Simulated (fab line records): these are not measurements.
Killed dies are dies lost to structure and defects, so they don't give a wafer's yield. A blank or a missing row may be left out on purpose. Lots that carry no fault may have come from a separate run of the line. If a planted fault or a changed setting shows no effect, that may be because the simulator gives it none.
8D (eight disciplines) problem report, filled in by code / flow nand harc / the parts of the form that need people (team, actions taken, sign-off) are left out

== 1. THE PROBLEM ==
Wafers without a fault read 28, standard deviation 11; killed at array at NHARC_END_SORT_01 reads a mean of 676 on 2 wafers belonging to 2 lots. Relative to the usual mean, that is a shift of +59 standard deviations.
First observed at day 22 04:53: wafer L930.4, on prober-01. Wafers with a number at this step in the record: 9, from 3 lots. By rule, "out" or "out of limits" means more than 4 standard deviations away from the usual mean. All remaining wafers that have a number are taken as sound.

== 2. WHAT THIS IS AND IS NOT ==
question=which readings at this step | is=killed at array, killed dies | is not=killed at other, killed at periphery, killed open, killed short
question=which lots | is=L929, L930 | is not=L935
question=which wafers of those lots | is=L929.4, L930.4 | is not=L929.1, L929.3, L930.2, L930.3
question=read on which gauges | is=prober-01, prober-02 | is not=-
question=when | is=from day 22 04:53 | is not=up to then (2 sound wafers); but 5 sound wafers of L929, L935 came after

== 3. SUSPECTS, AND WHAT RULES EACH OUT ==
Counting: if a tool at a process step up to the reading ran every lot that is out, it stays a suspect. Sound lots after the first of them don't rule it out here, since some wafers of a struck lot are sound.
- ruled out: the gauge at NHARC_END_SORT_01. The wafers that are out were read on 2 gauges (prober-01, prober-02).
- rie diel-13 at NHARC_A_SLIT_ETCH_24 (etches the open film in CF4/CHF3, target depth 121 nm, time 60.5 s): kept. It ran every lot that is out, first L930 (day 17 06:41).
- rie diel-13 at NHARC_A_SLIT_ETCH_15 (etches the open film in O2/COS, target depth 3200 nm, time 832 s): kept. It ran every lot that is out, first L930 (day 17 06:50). Its own oes product au readings are out on those wafers.
- rie diel-12 at NHARC_A_SLIT_ETCH_29 (etches the open film in CF4/O2, target depth 100 nm, overetch 10 nm, time 55 s): kept. It ran every lot that is out, first L930 (day 17 09:28).
- Within rie diel-13 at NHARC_A_SLIT_ETCH_24: the wafers that are out ran in chambers 1, 2; their sound lot-mates ran in chambers 0, 3.
- rie diel-13, NHARC_A_SLIT_ETCH_15: wafers that are out in chamber 0, sound lot-mates in chambers 1, 2, 3.
Left after counting: rie diel-13 at NHARC_A_SLIT_ETCH_24, rie diel-13 at NHARC_A_SLIT_ETCH_15, rie diel-12 at NHARC_A_SLIT_ETCH_29.

== 4. THE CAUSE (what the simulator had put in) ==
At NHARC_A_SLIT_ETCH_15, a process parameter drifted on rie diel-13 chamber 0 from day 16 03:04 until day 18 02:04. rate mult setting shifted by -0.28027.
Counting left 3 suspects, and this tool is among them.

== 5. SEQUENCE OF EFFECTS, ordered by route ==
One row per reading whose mean, taken over the struck wafers that have a number, lies over 3 standard deviations from the usual. Only readings for which the record gives a usual standard deviation are gone through. hours: the time from each lot's start at the first step in this table that gives one to its start at this step, as a median over the lots. sigmas: the change in usual standard deviations.
hours=0; step=NHARC_A_SLIT_ETCH_15; reading=oes product au; usual=1.003 a.u.; on struck wafers=0.829; change=-0.174; sigmas=-20
hours=116; step=NHARC_END_SORT_01; reading=killed at array; usual=28; on struck wafers=676; change=+648; sigmas=+59
hours=116; step=NHARC_END_SORT_01; reading=killed dies; usual=31; on struck wafers=677; change=+646; sigmas=+59
The process steps in it:
- NHARC_A_SLIT_ETCH_15: etches the open film in O2/COS, target depth 3200 nm, time 832 s.

== 6. WHAT WOULD HAVE CAUGHT IT SOONER ==
In this record the first reading out of limits at a measuring or inspecting step was taken at day 22 04:53, 146 hours after the fault began at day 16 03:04.
At NHARC_A_SLIT_ETCH_15, the tool's own readings (oes product au) were out on each struck wafer the step has a row for, so an alarm limit on them would have fired on the first such wafer.
Lots out: 2; all had begun NHARC_A_SLIT_ETCH_15 on rie diel-13 by day 22 04:53. Had the tool been put on hold then, not one of them would have been saved.
